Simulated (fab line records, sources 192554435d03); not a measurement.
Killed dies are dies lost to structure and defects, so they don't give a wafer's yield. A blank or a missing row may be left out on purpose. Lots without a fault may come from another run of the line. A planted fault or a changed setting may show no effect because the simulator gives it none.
fab line records | flow n5_finfet
record lots=10 wafers=30 last_day=17
route steps=1938 shown BEOL_M4@1111 BEOL_M10@1492 BEOL_M11@1540 PASSIVATION@1936
lots that met no fault: from a run of the same line without faults
start_h: hours from the record's first day to the start of the lot's first wafer shown | wait_h: hours since the lot's step before | " the same as in the row above | L1.1+2: a row that stands for several wafers | - no value, or no start given | * or withheld: withheld | < > ~ a bound
route shown NAME@n: a module of which the file shows steps, and the number in the route of the first | usual: mean/standard deviation of fault-free wafers | same: alike in all rows | chamber/n: place in a boat | sites: the reading at each site | _std_site: their standard deviation | _edge_site: outer sites' mean less inner sites' | radius_mm: how far each site lies from the wafer's centre | mask NAME#n: copy n | behind: the tool/chamber that last shaped the wafer | hold: why the lot was held/for how many hours/how that ended | device: the transistor (n, p or np) that didn't switch | end of line: the same wafers' tests at the end of the route | a step without rows: its recipe alone | killed: dies lost to structure and defects at the first sort, not the wafer's yield | map: a wafer's dies, x killed, . not, _ none there
set.NAME: the setting as run; set.NAME@STEP: as run at that earlier step | model.NAME: the simulator's own value behind a step, which no gauge read
steps of the route over a sample of lots; a table a step, a row a wafer
services: from which hour (start_h, from the record's first day; less than 0 if before it) a tool's chamber was out of use, for how many hours, and why
## steps
# step N5_BEOL_M4_RC_MEAS_101
# usual DIBL_N=36.0/1.7 DIBL_P=35.8/2 IOFF_N=0.15/0.03 IOFF_P=0.20/0.037 ION_N=670/12 ION_P=460/7.2 SS_N=71.5/0.68 SS_P=73.2/0.65 VT_N=250/3.1 VT_P=-251/3.4
# columns lot.wafer tool chamber start_h wait_h DIBL_N[mV/V] DIBL_P[mV/V] IOFF_N[nA/um] IOFF_P[nA/um] ION_N[uA/um] ION_P[uA/um] SS_N[mV/dec] SS_P[mV/dec] VT_N[mV] VT_P[mV]
L968.2 prober-01 0 200.75 0.2 36.3 37.4 0.15 0.21 654 448 70.6 73.9 248 -252
L968.4 " 0 " " 34.4 36.1 0.13 0.18 663 460 71.2 73.1 252 -251
L968.6 " 0 " " 39.2 40.2 0.20 0.27 669 455 73.0 74.0 246 -251
L967.1 prober-02 0 200.82 0.0 33.1 33.7 0.12 0.15 662 454 71.1 73.2 252 -255
L967.3 " 0 " " 35.5 36.5 0.16 0.18 666 449 71.8 73.2 248 -254
L967.4 " 0 " " 34.2 35.5 0.14 0.18 682 469 71.3 72.5 251 -255
L969.2 prober-01 0 209.11 0.2 35.7 36.3 0.16 0.19 681 459 71.7 72.8 247 -252
L969.5 " 0 " " 35.9 36.5 0.15 0.20 674 467 72.2 74.3 252 -252
L969.6 " 0 " " 37.4 38.2 0.19 0.23 689 471 73.0 73.7 248 -251
L970.1 prober-01 0 219.75 0.0 37.8 37.9 0.17 0.24 666 464 72.3 73.3 249 -248
L970.4 " 0 " " 40.1 41.5 0.24 0.30 692 474 72.6 74.2 244 -246
L970.5 " 0 " " 37.4 36.9 0.17 0.21 683 464 72.0 73.6 252 -249
L971.1 prober-02 0 231.14 0.0 36.1 34.8 0.18 0.23 668 458 71.5 73.4 247 -249
L971.4 " 0 " " 35.6 35.0 0.16 0.23 691 471 71.1 73.6 248 -247
L971.6 " 0 " " 36.9 34.9 0.18 0.23 671 458 72.4 73.5 250 -247
L972.1 prober-01 0 237.50 0.0 37.7 38.1 0.19 0.27 687 477 71.5 73.5 248 -244
L972.3 " 0 " " 36.0 35.1 0.15 0.21 656 455 71.8 72.4 249 -249
L972.4 " 0 " " 34.8 33.7 0.13 0.18 678 462 71.3 73.1 251 -249
L973.3 prober-01 0 243.92 0.3 36.8 34.2 0.14 0.19 658 453 71.7 73.1 256 -252
L973.5 " 0 " " 37.1 35.8 0.15 0.21 674 468 72.0 72.4 251 -251
L973.6 " 0 " " 38.4 37.2 0.17 0.24 674 468 71.9 74.4 250 -248
L983.3 prober-01 0 298.28 0.3 37.4 37.8 0.17 0.21 682 463 72.0 74.5 251 -251
L983.4 " 0 " " 35.4 36.2 0.14 0.18 659 457 71.1 73.8 254 -253
L983.5 " 0 " " 34.9 35.6 0.13 0.17 657 461 71.0 73.4 253 -256
L984.3 prober-02 0 305.41 0.3 34.7 33.1 0.14 0.17 671 462 71.1 72.5 248 -253
L984.5 " 0 " " 35.7 35.3 0.15 0.20 684 465 70.8 73.3 247 -252
L984.6 " 0 " " 37.3 35.7 0.17 0.21 665 457 71.3 72.6 248 -250
L985.1 prober-02 0 317.11 0.0 36.1 37.4 0.16 0.21 685 467 71.8 73.0 251 -252
L985.3 " 0 " " 32.9 33.9 0.12 0.17 672 457 70.4 72.3 252 -252
L985.5 " 0 " " 36.1 37.3 0.16 0.20 681 460 71.1 73.9 249 -253
# step N5_BEOL_M10_STRIP_19
# recipe chemistry=O2 power_w=400 temp_c=40 pressure_mtorr=30 rf_frequency_hz=6e+07 bias_power_w=0 overash_fraction=0.2 o2_flow_sccm=225
# usual drypump_motor_current_A=5.8/0.37 oes_product_au=0.82/0.082 rf_vpp_V=3.7/0.55 showerhead_plenum_p_Torr=2.11/0.08 throttle_valve_pct=16.53/0.14
# columns lot.wafer tool chamber start_h wait_h drypump_motor_current_A oes_product_au rf_hours_counter_h rf_vpp_V showerhead_plenum_p_Torr throttle_valve_pct
L968.2 rie_diel-04 0 252.37 0.1 5.5 0.86 56 3.8 2.22 16.36
L968.4 " 2 " " 6.3 0.99 5 3.8 2.07 16.48
L968.6 " 2 " " 6.3 0.99 - 3.6 2.07 16.48
L967.1 rie_diel-04 0 252.86 0.1 5.5 0.86 56 4.0 2.22 16.37
L967.3 " 2 " " 6.3 1.00 5 4.5 2.07 16.48
L967.4 " 1 " " 5.7 0.73 202 4.4 2.18 16.66
L969.2 rie_diel-04 1 260.74 0.2 5.7 0.73 205 3.7 2.18 16.69
L969.5 " 1 " " 5.7 0.73 - 3.3 2.18 16.68
L969.6 " 0 " " 5.5 0.86 - 3.7 2.22 16.39
L970.1 rie_diel-02 0 270.44 0.1 5.9 0.85 89 3.9 2.11 16.51
L970.4 " 3 " " 6.3 0.68 237 3.6 2.14 16.49
L970.5 " 1 " " 5.6 0.94 - 2.7 2.24 16.39
L971.1 rie_diel-04 0 274.68 0.1 5.6 0.86 66 4.8 2.22 16.40
L971.4 " 1 " " 5.7 0.73 211 3.4 2.18 16.69
L971.6 " 1 " " 5.7 0.74 - 2.6 2.18 16.70
L972.1 rie_diel-02 3 282.15 0.2 6.3 0.69 240 2.8 2.14 16.49
L972.3 " 1 " " 5.6 0.92 12 3.4 2.24 16.40
L972.4 " 0 " " 5.9 0.84 91 3.4 2.11 16.51
L973.3 rie_diel-04 2 292.21 0.1 6.3 0.94 19 3.9 2.07 16.50
L973.5 " 2 " " 6.3 0.94 - 4.1 2.07 16.49
L973.6 " 3 " " 5.5 0.77 - 2.8 2.01 16.45
L983.3 rie_diel-03 2 347.06 0.2 4.8 0.85 47 3.9 2.03 16.54
L983.4 " 0 " " 5.7 0.85 59 3.3 2.03 16.42
L983.5 " 3 " " 6.1 0.79 - 3.6 2.10 16.66
L984.3 rie_diel-02 0 360.86 0.1 5.9 0.81 120 3.9 2.10 16.57
L984.5 " 0 " " 5.9 0.80 - 3.0 2.10 16.59
L984.6 " 3 " " 6.3 0.96 - 4.3 2.14 16.13
L985.1 rie_diel-04 2 370.58 0.1 6.3 0.89 45 3.6 2.06 16.54
L985.3 " 1 " " 5.7 0.70 244 4.3 2.17 16.76
L985.5 " 2 " " 6.3 0.89 - 4.7 2.06 16.56
# step N5_BEOL_M10_CD_MEAS_28
# recipe target_cd_nm=70 landing_energy_ev=500 detector=se_inlens polarity=opening
# usual cd_nm=70.0/0.93
# columns lot.wafer tool chamber start_h wait_h cd_nm
L968.2 cd_sem-01 0 254.21 - 70.3
L968.4 " 0 " " 70.0
L968.6 " 0 " " 69.1
L967.1 cd_sem-01 0 254.63 - 70.1
L967.3 " 0 " " 69.6
L967.4 " 0 " " 70.6
L969.2 cd_sem-02 0 261.23 - 71.1
L969.5 " 0 " " 72.4
L969.6 " 0 " " 70.5
L970.1 cd_sem-01 0 270.95 - 69.9
L970.4 " 0 " " 70.9
L970.5 " 0 " " 71.1
L971.1 cd_sem-01 0 275.16 - 71.3
L971.4 " 0 " " 70.0
L971.6 " 0 " " 69.9
L972.1 cd_sem-01 0 282.71 - 69.5
L972.3 " 0 " " 69.6
L972.4 " 0 " " 68.6
L973.3 cd_sem-01 0 292.69 - 68.0
L973.5 " 0 " " 69.1
L973.6 " 0 " " 70.8
L983.3 cd_sem-01 0 348.69 - 70.2
L983.4 " 0 " " 70.8
L983.5 " 0 " " 70.6
L984.3 cd_sem-03 0 362.71 - 69.0
L984.5 " 0 " " 70.4
L984.6 " 0 " " 69.5
L985.1 cd_sem-01 0 372.23 - 69.2
L985.3 " 0 " " 69.5
L985.5 " 0 " " 68.8
# step N5_BEOL_M10_DEP_56
# recipe material=SiCN target_thk_a=150 temp_c=withheld precursor=3MS/NH3 pressure_torr=3 rf_w=202 time_s=26.5
# usual chamber_pressure_Torr=3.001/0.0075 rf_fwd_power_W=199.8/0.77 showerhead_plenum_p_Torr=3.668/0.0087 throttle_valve_pct=9.0/0.59 time_s=26.5/0
# columns lot.wafer tool chamber start_h wait_h chamber_pressure_Torr rf_fwd_power_W showerhead_plenum_p_Torr since_wet_clean_h throttle_valve_pct time_s
L967.1 pecvd-04 2 257.54 0.0 2.995 200.0 3.664 570 8.6 26.5
L967.3 " 1 " " 3.000 199.2 3.660 2049 8.5 26.5
L967.4 " 2 " " 2.989 199.6 3.665 - 8.5 26.5
L968.2 pecvd-04 1 257.71 0.0 3.003 200.9 3.668 2049 8.5 26.5
L968.4 " 0 " " 3.007 200.3 3.657 - 9.6 26.5
L968.6 " 2 " " 3.007 198.7 3.663 - 8.9 26.5
L969.2 pecvd-02 2 264.48 0.0 3.009 199.4 3.658 214 7.9 26.5
L969.5 " 0 " " 2.999 200.0 3.668 - 9.0 26.5
L969.6 " 1 " " 3.011 199.0 3.668 - 9.5 26.5
L970.1 pecvd-02 1 276.34 0.0 3.000 200.5 3.668 1705 9.4 26.5
L970.4 " 1 " " 2.996 201.0 3.675 - 9.3 26.5
L970.5 " 2 " " 3.010 198.4 3.656 - 7.9 26.5
L971.1 pecvd-04 0 278.06 0.0 2.996 200.6 3.650 1344 9.8 26.5
L971.4 " 1 " " 3.008 200.0 3.659 - 8.4 26.5
L971.6 " 0 " " 2.991 200.0 3.650 - 9.7 26.5
L972.1 pecvd-03 0 286.17 0.0 2.979 199.7 3.670 809 9.7 26.5
L972.3 " 1 " " 3.001 200.0 3.669 1534 9.7 26.5
L972.4 " 0 " " 3.001 199.2 3.667 - 9.4 26.5
L973.3 pecvd-04 1 296.31 0.0 2.998 200.2 3.667 2088 8.7 26.5
L973.5 " 2 " " 3.000 200.0 3.667 - 8.6 26.5
L973.6 " 0 " " 3.002 200.7 3.661 - 9.7 26.5
L983.3 pecvd-02 2 354.42 0.0 - - - - - -
L983.4 " 0 " " - - - - - -
L983.5 " 2 " " - - - - - -
L984.3 pecvd-03 1 365.39 0.0 - - - - - -
L984.5 " 2 " " - - - - - -
L984.6 " 1 " " - - - - - -
L985.1 pecvd-04 0 375.04 0.0 - - - - - -
L985.3 " 0 " " - - - - - -
L985.5 " 0 " " - - - - - -
# step N5_BEOL_M11_HM_DEP_02
# recipe material=TiN target_thk_a=200 temp_c=25 chamber_pressure_pa=0.49996
# usual chamber_pressure_pa=0.4998/0.0011 substrate_temp_c=24.98/0.1 throttle_valve_pct=29.8/0.97
# columns lot.wafer tool chamber start_h wait_h chamber_pressure_pa substrate_temp_c throttle_valve_pct
L967.1 pvd_sputter-02 - 259.49 1.0 0.5001 25.06 30.6
L967.3 " - " " 0.5008 24.99 29.2
L967.4 " - " " 0.4976 25.01 30.6
L968.2 pvd_sputter-02 - 259.59 1.1 0.4992 24.98 29.2
L968.4 " - " " 0.4992 24.88 30.3
L968.6 " - " " 0.4984 24.82 30.3
L969.2 pvd_sputter-02 - 266.13 0.9 0.5014 25.02 29.2
L969.5 " - " " 0.4999 25.13 29.5
L969.6 " - " " 0.4982 24.93 29.2
L970.1 pvd_sputter-01 - 278.58 1.4 0.5015 24.95 28.7
L970.4 " - " " 0.5012 25.22 28.9
L970.5 " - " " 0.5022 24.91 28.6
L971.1 pvd_sputter-02 - 279.92 1.1 0.4981 24.97 30.2
L971.4 " - " " 0.4994 24.82 30.3
L971.6 " - " " 0.4991 25.02 29.3
L972.1 pvd_sputter-02 - 287.14 0.1 0.5004 24.94 30.0
L972.3 " - " " 0.4997 25.16 30.5
L972.4 " - " " 0.4995 24.80 29.5
L973.3 pvd_sputter-03 - 298.61 1.5 0.4999 24.95 31.8
L973.5 " - " " 0.5013 24.85 31.5
L973.6 " - " " 0.5009 24.94 31.5
# step N5_PASSIVATION_PROBE_49
# usual defect_limited_yield=91.4/1.5 killed_at_M0_to_M3=32/9.8 killed_at_M4_up=15/5.6 killed_at_contacts=12/5.4 killed_at_front_end=40/13 killed_at_other=3.0/2.1 killed_dies=102/17 killed_on_rim=14/4.4 killed_open=67/13 killed_short=32/7.1 sort_bin_5_function=5.1/0.96 sort_bin_6_memory=3.2/0.7 sort_n_pass=1078/18 sort_yield_pct=91.3/1.5
# same gross_dies=1180 killed_at_back_side=0 sort_bin_4_leakage[%]=0 sort_bin_8_speed[%]=0
# columns lot.wafer tool chamber start_h wait_h defect_limited_yield[%] killed_at_M0_to_M3 killed_at_M4_up killed_at_contacts killed_at_front_end killed_at_other killed_dies killed_on_rim killed_open killed_short sort_bin_5_function[%] sort_bin_6_memory[%] sort_n_pass sort_yield_pct[%]
L968.2 prober-02 - 310.38 0.1 90.4 45 16 13 35 4 113 13 82 31 4.7 4.6 1067 90.4
L968.4 prober-02 - 310.48 0.2 88.2 37 13 13 73 3 139 23 88 44 6.5 4.6 1041 88.2
L968.6 prober-02 - 310.58 0.3 89.6 45 11 13 50 4 123 16 88 35 5.8 4.3 1057 89.6
L983.3 prober-02 - 408.93 0.1 0 29 1111 5 29 6 1180 152 43 33 97.2 2.4 0 0
L983.4 prober-02 - 408.98 0.2 0 44 1085 10 30 11 1180 152 62 40 96.3 3.5 0 0
L983.5 prober-02 - 409.03 0.2 0 49 1065 14 51 1 1180 152 80 50 95.8 3.6 0 0
L984.3 prober-01 - 413.68 0.1 0 32 1106 16 24 2 1180 152 54 32 96.9 2.9 0 0
L984.5 prober-01 - 413.78 0.2 0 19 1099 20 40 2 1180 152 69 20 96.4 3.6 0 0
L984.6 prober-01 - 413.83 0.3 0 33 1089 13 43 2 1180 152 63 36 96.5 3.1 0 0
L985.1 prober-02 - 418.77 0.0 0 44 1070 7 54 5 1180 152 78 40 95.7 3.9 0 0
L985.3 prober-02 - 418.87 0.1 0 39 1093 3 41 4 1180 152 60 36 96.9 2.6 0 0
L985.5 prober-02 - 418.97 0.2 0 45 1093 5 32 5 1180 152 77 30 96.7 3.1 0 0
# killed by level:class
L968.2 BEOL_M2:geometric_particle:open=15 MOL_CONTACT_COAG:geometric_particle:open=12 BEOL_M4:geometric_particle:open=10 BEOL_M3:geometric_particle:open=9 STI_FIN_REVEAL:geometric_particle:open=8 FIN_SAQP:geometric_particle:short=7 DUMMY_GATE:geometric_particle:open=7 BEOL_M0_SAQP:geometric_particle:short=6
L968.4 STI_FIN_REVEAL:geometric_particle:open=30 BEOL_M1:geometric_particle:open=15 FIN_SAQP:geometric_particle:short=12 MOL_CONTACT_COAG:geometric_particle:open=9 HKMG_FIN:area_etch=7 FIN_SAQP:geometric_particle:open=6 STI_FIN_REVEAL:geometric_particle:short=6 BEOL_M4:geometric_particle:short=6
L968.6 STI_FIN_REVEAL:geometric_particle:open=21 BEOL_M3:geometric_particle:open=14 MOL_CONTACT_COAG:geometric_particle:open=11 STI_FIN_REVEAL:geometric_particle:short=8 BEOL_M2:geometric_particle:open=7 BEOL_M0_SAQP:geometric_particle:open=6 BEOL_M4:geometric_particle:open=6 FIN_SAQP:geometric_particle:open=4
L983.3 BEOL_M10:area_dep=1102 BEOL_M3:geometric_particle:open=7 GATE_CUT:geometric_particle:short=6 BEOL_M0_SAQP:geometric_particle:short=6 BEOL_M0_SAQP:geometric_particle:open=6 FIN_SAQP:geometric_particle:short=5 STI_FIN_REVEAL:geometric_particle:open=5 MOL_CONTACT_COAG:geometric_particle:open=5
L983.4 BEOL_M10:area_dep=1077 BEOL_M3:geometric_particle:open=11 BEOL_M0_SAQP:geometric_particle:open=8 MOL_CONTACT_COAG:geometric_particle:open=7 BEOL_M0_SAQP:geometric_particle:short=7 FIN_SAQP:geometric_particle:open=6 FIN_SAQP:geometric_particle:short=6 BEOL_M2:geometric_particle:open=6
L983.5 BEOL_M10:area_dep=1049 BEOL_M3:geometric_particle:open=15 MOL_CONTACT_COAG:geometric_particle:open=12 BEOL_M0_SAQP:geometric_particle:short=11 STI_FIN_REVEAL:geometric_particle:open=10 FIN_SAQP:geometric_particle:open=9 BEOL_M0_SAQP:geometric_particle:open=7 FIN_SAQP:geometric_particle:short=6
L984.3 BEOL_M10:area_dep=1093 BEOL_M0_SAQP:geometric_particle:short=12 MOL_CONTACT_COAG:geometric_particle:open=10 BEOL_M0_SAQP:geometric_particle:open=9 MOL_CONTACT_COAG:geometric_particle:short=6 GATE_CUT:geometric_particle:short=5 BEOL_M3:geometric_particle:open=4 BEOL_M4:geometric_particle:open=4
L984.5 BEOL_M10:area_dep=1090 STI_FIN_REVEAL:geometric_particle:open=18 MOL_CONTACT_COAG:geometric_particle:open=18 BEOL_M0_SAQP:geometric_particle:open=7 BEOL_M0_SAQP:geometric_particle:short=5 FIN_SAQP:geometric_particle:open=4 BEOL_M1:geometric_particle:open=4 FIN_SAQP:geometric_particle:short=3
L984.6 BEOL_M10:area_dep=1081 BEOL_M0_SAQP:geometric_particle:open=15 BEOL_M0_SAQP:geometric_particle:short=13 FIN_SAQP:geometric_particle:open=9 FIN_SAQP:geometric_particle:short=8 MOL_CONTACT_COAG:geometric_particle:open=8 DUMMY_GATE:geometric_particle:open=7 STI_FIN_REVEAL:geometric_particle:open=5
L985.1 BEOL_M10:area_dep=1060 STI_FIN_REVEAL:geometric_particle:open=22 BEOL_M1:geometric_particle:open=12 BEOL_M2:geometric_particle:open=11 BEOL_M0_SAQP:geometric_particle:open=7 FIN_SAQP:geometric_particle:short=6 GATE_CUT:geometric_particle:short=5 MOL_CONTACT_COAG:geometric_particle:open=5
L985.3 BEOL_M10:area_dep=1081 STI_FIN_REVEAL:geometric_particle:open=12 BEOL_M0_SAQP:geometric_particle:open=11 GATE_CUT:geometric_particle:short=8 BEOL_M3:geometric_particle:open=8 BEOL_M1:geometric_particle:short=6 FIN_SAQP:geometric_particle:short=5 BEOL_M7:geometric_particle:open=5
L985.5 BEOL_M10:area_dep=1073 STI_FIN_REVEAL:geometric_particle:open=14 BEOL_M1:geometric_particle:open=8 BEOL_M4:geometric_particle:open=8 BEOL_M3:geometric_particle:open=7 BEOL_M0_SAQP:geometric_particle:short=7 BEOL_M2:geometric_particle:open=7 FIN_SAQP:geometric_particle:open=6
## services
# columns tool chamber start_h hours kind
pecvd-02 2 232.76 12.9 repair
pecvd-03 2 233.23 2.1 scheduled_down
pecvd-02 0 236.34 2.1 scheduled_down
rie_diel-04 3 238.86 7.2 repair
rie_diel-02 3 311.75 - clean
rie_diel-02 3 311.75 - consumable_replace:focus_ring
rie_diel-02 3 311.75 20.7 scheduled_down
rie_diel-02 3 311.75 20.7 vent_cycle
pvd_sputter-02 - 322.06 8.6 repair
pecvd-03 1 349.09 5.5 scheduled_down
rie_diel-02 0 349.30 4.2 repair
pvd_sputter-02 - 354.74 5.9 repair
pvd_sputter-03 - 364.90 3.4 repair
rie_diel-03 2 370.53 9.9 repair
## key
first_sign step=N5_BEOL_M10_DEP_56 reading=tool_record direction=missing
effect step=N5_PASSIVATION_PROBE_49 reading=killed_at_M4_up direction=up sigmas=99+ usual=15 struck=1090
more_kills_born_at N5_BEOL_M10_DEP_56@pecvd-03=3264 N5_BEOL_M10_DEP_56@pecvd-02=3228 N5_BEOL_M10_DEP_56@pecvd-04=3214
met_at N5_BEOL_M10_DEP_56
struck_lots L983,L984,L985
later_rows_left_out L983.3,L983.4,L983.5,L984.3,L984.5,L984.6,L985.1,L985.3,L985.5
not_acting_at N5_BEOL_M10_STRIP_19,N5_BEOL_M10_CD_MEAS_28,N5_BEOL_M11_HM_DEP_02
onset_between 296.31 354.42
fault kind=skipped_step_whole tool=pecvd-02,pecvd-03,pecvd-04 chamber=- onset_h=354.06 steps=N5_BEOL_M10_DEP_56 scope=struck_lots_only
# later_rows_left_out: the simulator's readings of these wafers behind a module that went badly wrong aren't trusted and aren't shown, but for the sort
